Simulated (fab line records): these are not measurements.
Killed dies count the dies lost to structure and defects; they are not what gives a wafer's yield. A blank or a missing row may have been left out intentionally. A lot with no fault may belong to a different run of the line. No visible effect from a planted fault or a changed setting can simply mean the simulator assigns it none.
Matching of chambers :: flow nand_harc :: 4 sister chambers for NHARC_A_WL_FILL_CMP_12 on cmp-02
The step polishes, t overpolish 30 s, target thk 100 nm. 4 wafers are shown with their chamber, then 7 later ones without.

== WAFERS WITH THEIR CHAMBER ==
wafer: L980.4
chamber: 3
motor_current_A (A): 12.7

wafer: L980.5
chamber: 1
motor_current_A (A): 11.1

wafer: L983.2
chamber: 2
motor_current_A (A): 11.3

wafer: L983.5
chamber: 0
motor_current_A (A): 11.6

== WAFERS MISSING THEIR CHAMBER ==
wafer: L983.6
motor_current_A (A): 12.6

wafer: L989.1
motor_current_A (A): 11.6

wafer: L989.2
motor_current_A (A): 11.6

wafer: L989.6
motor_current_A (A): 11.2

wafer: L992.2
motor_current_A (A): 10.5

wafer: L992.3
motor_current_A (A): 11.0

wafer: L992.4
motor_current_A (A): 12.9

== THE CHAMBER EACH PASSED THROUGH ==
wafer: L983.6
from the rows above: 3
in truth: 3

wafer: L989.1
from the rows above: can't be placed: 0 or 2
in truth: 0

wafer: L989.2
from the rows above: can't be placed: 0 or 2
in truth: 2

wafer: L989.6
from the rows above: can't be placed: 1 or 2 or 0
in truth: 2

wafer: L992.2
from the rows above: can't be placed: 1 or 2
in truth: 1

wafer: L992.3
from the rows above: can't be placed: 1 or 2
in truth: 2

wafer: L992.4
from the rows above: 3
in truth: 3
Correctly placed: 2 of 7. Unplaceable from these rows: 5, with the true chamber sitting among the candidates in 5. 0 placed wrongly.
How it was worked out, from the rows above alone: a wafer's distance from a chamber is the root of the sum, over the readings, of the square of ((its reading less the chamber's mean) divided by the reading's scatter). If the next closest chamber is less than 2 further off than the closest, the wafer can't be placed; otherwise it belongs to the closest. A chamber's mean is the mean of its shown wafers. The scatter: root of mean squared gap, hidden wafer to nearest shown wafer, with one shown wafer a chamber.
